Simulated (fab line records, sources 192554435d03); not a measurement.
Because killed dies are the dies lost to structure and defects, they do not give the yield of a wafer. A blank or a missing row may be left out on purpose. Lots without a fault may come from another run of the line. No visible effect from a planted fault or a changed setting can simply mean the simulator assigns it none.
Chamber matching / flow n5-finfet / N5_BEOL_M0_CO_CAP_123 on cvd-co-01 has 3 sister chambers
The step material Co, precursor CCTBA/H2, target thk 2 nm, time 102.1 s. 6 wafers are shown with their chamber, then 8 later ones without.

## WAFERS WITH THEIR CHAMBER
wafer=L082.5; chamber=0; heater-power-w (W)=209
wafer=L083.6; chamber=1; heater-power-w (W)=245
wafer=L086.1; chamber=0; heater-power-w (W)=216
wafer=L086.2; chamber=2; heater-power-w (W)=233
wafer=L086.4; chamber=1; heater-power-w (W)=252
wafer=L088.1; chamber=2; heater-power-w (W)=234

## WAFERS WITH NO CHAMBER GIVEN
wafer=L088.2; heater-power-w (W)=210
wafer=L088.4; heater-power-w (W)=230
wafer=L089.1; heater-power-w (W)=212
wafer=L089.2; heater-power-w (W)=237
wafer=L089.4; heater-power-w (W)=239
wafer=L093.4; heater-power-w (W)=208
wafer=L093.5; heater-power-w (W)=231
wafer=L093.6; heater-power-w (W)=245

## EACH ONE'S CHAMBER
wafer=L088.2; from the rows above=0; in truth=0
wafer=L088.4; from the rows above=2; in truth=2
wafer=L089.1; from the rows above=0; in truth=0
wafer=L089.2; from the rows above=can't be placed: 2 or 1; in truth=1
wafer=L089.4; from the rows above=can't be placed: 2 or 1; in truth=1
wafer=L093.4; from the rows above=0; in truth=0
wafer=L093.5; from the rows above=2; in truth=2
wafer=L093.6; from the rows above=can't be placed: 1 or 2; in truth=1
Correctly placed: 5 of 8. Cannot be placed on the basis of these rows: 3; the candidates contain the true chamber in 3. 0 placed wrongly.
How it was worked out, from the rows above alone: a wafer's distance from a chamber is the root of the sum, over the readings, of the square of ((its reading less the chamber's mean) divided by the reading's scatter). The wafer belongs to the nearest chamber; if the next one is less than 2 further off, it can't be placed. Each chamber's mean is taken over the wafers shown for it. The scatter: take each reading less its chamber's mean, square it, sum over the shown wafers, divide by the number of wafers less the number of chambers, and take the root.
